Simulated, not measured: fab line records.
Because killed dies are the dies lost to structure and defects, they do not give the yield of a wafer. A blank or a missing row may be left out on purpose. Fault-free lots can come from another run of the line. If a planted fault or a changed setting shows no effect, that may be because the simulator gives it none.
Matching of chambers + flow n5-finfet + 4 sister chambers for N5_MOL_CONTACT_COAG_ETCH_110 on rie-diel-03
The step etches Si in CF4/O2, target depth 2.5 nm, time 8 s. 14 wafers are shown with their chamber, then 7 later ones without.

WAFERS PAIRED WITH THEIR CHAMBERS
| wafer  | chamber | drypump-motor-current-A (A) | showerhead-plenum-p-Torr (Torr) | throttle-valve-pct (%) |
|--------|---------|-----------------------------|---------------------------------|------------------------|
| L074.1 | 0       | 5.2                         | 2.33                            | 10.68                  |
| L074.3 | 3       | 5.7                         | 2.16                            | 10.42                  |
| L074.5 | 2       | 5.6                         | 2.17                            | 10.63                  |
| L075.1 | 3       | 5.7                         | 2.16                            | 10.43                  |
| L075.4 | 0       | 5.1                         | 2.33                            | 10.67                  |
| L075.6 | 2       | 5.6                         | 2.17                            | 10.64                  |
| L079.2 | 1       | 6.3                         | 2.25                            | 10.41                  |
| L079.3 | 3       | 5.7                         | 2.16                            | 10.44                  |
| L079.5 | 3       | 5.7                         | 2.16                            | 10.45                  |
| L085.3 | 1       | 6.3                         | 2.25                            | 10.46                  |
| L085.5 | 2       | 5.6                         | 2.16                            | 10.71                  |
| L085.6 | 3       | 5.7                         | 2.15                            | 10.48                  |
| L088.3 | 0       | 5.1                         | 2.32                            | 10.75                  |
| L088.5 | 2       | 5.6                         | 2.16                            | 10.71                  |

SIGNATURES, as means of the wafers listed above
| reading                  | chamber 0 | chamber 1 | chamber 2 | chamber 3 | scatter within a chamber |
|--------------------------|-----------|-----------|-----------|-----------|--------------------------|
| drypump-motor-current-A  | 5.133     | 6.300     | 5.600     | 5.700     | 0.0258                   |
| showerhead-plenum-p-Torr | 2.3267    | 2.2500    | 2.1650    | 2.1580    | 0.00497                  |
| throttle-valve-pct       | 10.7000   | 10.4350   | 10.6725   | 10.4440   | 0.0358                   |
Rule: a wafer's distance from a chamber is the root of the sum, over the readings, of the square of ((its reading less the chamber's mean) divided by the reading's scatter). The wafer belongs to the nearest chamber; if the next one is less than 2 further off, it can't be placed. The scatter: take each reading less its chamber's mean, square it, sum over the shown wafers, divide by the number of wafers less the number of chambers, and take the root.

WAFERS WITH NO CHAMBER GIVEN
| wafer  | drypump-motor-current-A (A) | showerhead-plenum-p-Torr (Torr) | throttle-valve-pct (%) |
|--------|-----------------------------|---------------------------------|------------------------|
| L088.6 | 5.7                         | 2.15                            | 10.50                  |
| L094.3 | 5.6                         | 2.15                            | 10.76                  |
| L094.5 | 6.3                         | 2.24                            | 10.51                  |
| L094.6 | 5.2                         | 2.32                            | 10.79                  |
| L096.3 | 5.1                         | 2.32                            | 10.81                  |
| L096.4 | 5.6                         | 2.15                            | 10.77                  |
| L096.5 | 5.2                         | 2.32                            | 10.80                  |

WHICH CHAMBER EACH WENT THROUGH
| wafer  | from the rows above | in truth |
|--------|---------------------|----------|
| L088.6 | 3                   | 3        |
| L094.3 | 2                   | 2        |
| L094.5 | 1                   | 1        |
| L094.6 | 0                   | 0        |
| L096.3 | 0                   | 0        |
| L096.4 | 2                   | 2        |
| L096.5 | 0                   | 0        |
Correct placement for 7 of the 7. From these rows, 0 cannot be placed. Wrongly placed: 0.
